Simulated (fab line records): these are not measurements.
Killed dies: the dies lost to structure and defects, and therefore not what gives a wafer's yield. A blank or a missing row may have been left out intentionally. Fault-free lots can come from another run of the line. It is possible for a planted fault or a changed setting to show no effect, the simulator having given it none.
Matching of chambers | flow n5-finfet | 4 sister chambers for N5_GATE_CUT_CMP_23 on cmp-01
The step polishes, stops on SiO2, t overpolish 23.4 s, target thk 16 nm. 4 wafers are shown with their chamber, then 8 later ones without.

EACH WAFER AND ITS CHAMBER
wafer  | chamber | motor-current-A (A)
L075.4 | 2       | 9.5
L084.1 | 1       | 9.2
L084.6 | 3       | 9.3
L086.3 | 0       | 11.1

WAFERS WHOSE CHAMBER IS MISSING
wafer  | motor-current-A (A)
L086.4 | 9.3
L086.5 | 9.1
L088.1 | 9.8
L088.2 | 8.8
L088.5 | 9.4
L095.2 | 9.1
L095.3 | 9.6
L095.5 | 11.2

CHAMBER TAKEN BY EACH
wafer  | from the rows above          | in truth
L086.4 | can't be placed: 3 or 1 or 2 | 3
L086.5 | can't be placed: 1 or 3 or 2 | 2
L088.1 | can't be placed: 2 or 3 or 1 | 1
L088.2 | can't be placed: 1 or 3 or 2 | 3
L088.5 | can't be placed: 2 or 3 or 1 | 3
L095.2 | can't be placed: 1 or 3 or 2 | 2
L095.3 | can't be placed: 2 or 3 or 1 | 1
L095.5 | 0                            | 0
Placed correctly: 1 of 8. Unplaceable from these rows: 7, with the true chamber sitting among the candidates in 7. Number placed wrongly: 0.
How it was worked out, from the rows above alone: a wafer's distance from a chamber is the root of the sum, over the readings, of the square of ((its reading less the chamber's mean) divided by the reading's scatter). If the next closest chamber is less than 2 further off than the closest, the wafer can't be placed; otherwise it belongs to the closest. The mean given for a chamber averages the wafers shown for that chamber. The scatter: root of mean squared gap, hidden wafer to nearest shown wafer, with one shown wafer a chamber.
